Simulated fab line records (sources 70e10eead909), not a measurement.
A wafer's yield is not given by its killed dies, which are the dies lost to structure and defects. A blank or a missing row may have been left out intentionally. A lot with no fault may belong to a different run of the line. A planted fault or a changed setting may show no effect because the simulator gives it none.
Chamber matching | flow nand_harc | NHARC_A_CHANNEL_FILL_D1_ALD_25 on ald_hk-02 has 4 sister chambers
The step deposits SiOx, target thk 60 nm, pulse time 10 s, ald cycles 600. 7 wafers are shown with their chamber, then 8 later ones without.

WAFERS PAIRED WITH THEIR CHAMBERS
wafer  | chamber | heater_power_w (W) | precursor_pulse_height_rel
L084.2 | 2       | 402                | 0.985
L084.4 | 1       | 502                | 1.016
L084.6 | 1       | 495                | 1.005
L085.4 | 2       | 425                | 0.993
L085.5 | 0       | 537                | 1.002
L085.6 | 3       | 426                | 1.012
L091.1 | 3       | 420                | 1.019

WAFERS WITHOUT THEIR CHAMBER
wafer  | heater_power_w (W) | precursor_pulse_height_rel
L091.2 | 474                | 1.043
L091.3 | 418                | 0.996
L093.2 | 467                | 0.984
L093.3 | 523                | 1.012
L093.5 | 414                | 0.990
L097.1 | 477                | 0.986
L097.2 | 515                | 0.999
L097.4 | 430                | 1.012

CHAMBER TAKEN BY EACH
wafer  | from the rows above          | in truth
L091.2 | can't be placed: 1 or 3      | 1
L091.3 | can't be placed: 2 or 3      | 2
L093.2 | can't be placed: 1 or 2 or 3 | 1
L093.3 | can't be placed: 0 or 1      | 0
L093.5 | 2                            | 2
L097.1 | can't be placed: 1 or 2 or 0 | 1
L097.2 | can't be placed: 0 or 1      | 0
L097.4 | 3                            | 3
2 of 8 placed correctly. From these rows, 6 cannot be placed; in 6 the true chamber is one of the candidates. Number placed wrongly: 0.
How it was worked out, from the rows above alone: a wafer's distance from a chamber is the root of the sum, over the readings, of the square of ((its reading less the chamber's mean) divided by the reading's scatter). The wafer belongs to the nearest chamber; if the next one is less than 2 further off, it can't be placed. A chamber's mean is the mean of its shown wafers. How the scatter is found: for the shown wafers, subtract from each reading the mean of its chamber, square and add these, divide the total by (wafers less chambers), then take the root.
